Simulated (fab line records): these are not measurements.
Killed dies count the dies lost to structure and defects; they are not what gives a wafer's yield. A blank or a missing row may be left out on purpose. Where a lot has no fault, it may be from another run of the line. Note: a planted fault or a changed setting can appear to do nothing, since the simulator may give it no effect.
Chamber matching / flow nand harc / 4 sister chambers for NHARC_A_STAIRCASE_TRIM_196 on rie diel-13
The step chemistry O2, time 211.2 s. 8 wafers are shown with their chamber, then 9 later ones without.

## EACH WAFER AND ITS CHAMBER
wafer=L074.6; chamber=3; drypump motor current A (A)=6.3; showerhead plenum p Torr (Torr)=3.66
wafer=L077.6; chamber=3; drypump motor current A (A)=6.4; showerhead plenum p Torr (Torr)=3.66
wafer=L078.1; chamber=0; drypump motor current A (A)=5.9; showerhead plenum p Torr (Torr)=3.28
wafer=L081.5; chamber=1; drypump motor current A (A)=6.2; showerhead plenum p Torr (Torr)=3.44
wafer=L081.6; chamber=2; drypump motor current A (A)=5.8; showerhead plenum p Torr (Torr)=3.56
wafer=L084.1; chamber=1; drypump motor current A (A)=6.2; showerhead plenum p Torr (Torr)=3.44
wafer=L084.4; chamber=0; drypump motor current A (A)=5.9; showerhead plenum p Torr (Torr)=3.80
wafer=L084.6; chamber=2; drypump motor current A (A)=5.8; showerhead plenum p Torr (Torr)=3.56

## WAFERS WITH NO CHAMBER GIVEN
wafer=L088.3; drypump motor current A (A)=5.9; showerhead plenum p Torr (Torr)=3.80
wafer=L088.4; drypump motor current A (A)=6.3; showerhead plenum p Torr (Torr)=3.64
wafer=L088.5; drypump motor current A (A)=5.9; showerhead plenum p Torr (Torr)=3.80
wafer=L092.1; drypump motor current A (A)=5.8; showerhead plenum p Torr (Torr)=3.79
wafer=L092.5; drypump motor current A (A)=5.8; showerhead plenum p Torr (Torr)=3.55
wafer=L092.6; drypump motor current A (A)=6.2; showerhead plenum p Torr (Torr)=3.43
wafer=L096.3; drypump motor current A (A)=5.8; showerhead plenum p Torr (Torr)=3.54
wafer=L096.4; drypump motor current A (A)=5.9; showerhead plenum p Torr (Torr)=3.79
wafer=L096.6; drypump motor current A (A)=5.9; showerhead plenum p Torr (Torr)=3.79

## EACH ONE'S CHAMBER
wafer=L088.3; from the rows above=can't be placed: 0 or 2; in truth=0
wafer=L088.4; from the rows above=can't be placed: 3 or 1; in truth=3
wafer=L088.5; from the rows above=can't be placed: 0 or 2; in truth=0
wafer=L092.1; from the rows above=can't be placed: 2 or 0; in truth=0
wafer=L092.5; from the rows above=2; in truth=2
wafer=L092.6; from the rows above=1; in truth=1
wafer=L096.3; from the rows above=2; in truth=2
wafer=L096.4; from the rows above=can't be placed: 0 or 2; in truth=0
wafer=L096.6; from the rows above=can't be placed: 0 or 2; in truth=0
Correct placement for 3 of the 9. From these rows, 6 cannot be placed; in 6 the true chamber is one of the candidates. Wrongly placed: 0.
How it was worked out, from the rows above alone: a wafer's distance from a chamber is the root of the sum, over the readings, of the square of ((its reading less the chamber's mean) divided by the reading's scatter). If the next closest chamber is less than 2 further off than the closest, the wafer can't be placed; otherwise it belongs to the closest. For every chamber, the mean is computed from those of its wafers that are shown. The scatter is the square root of a quotient: the sum, over the shown wafers, of each reading's squared deviation from its chamber's mean, divided by wafers minus chambers.
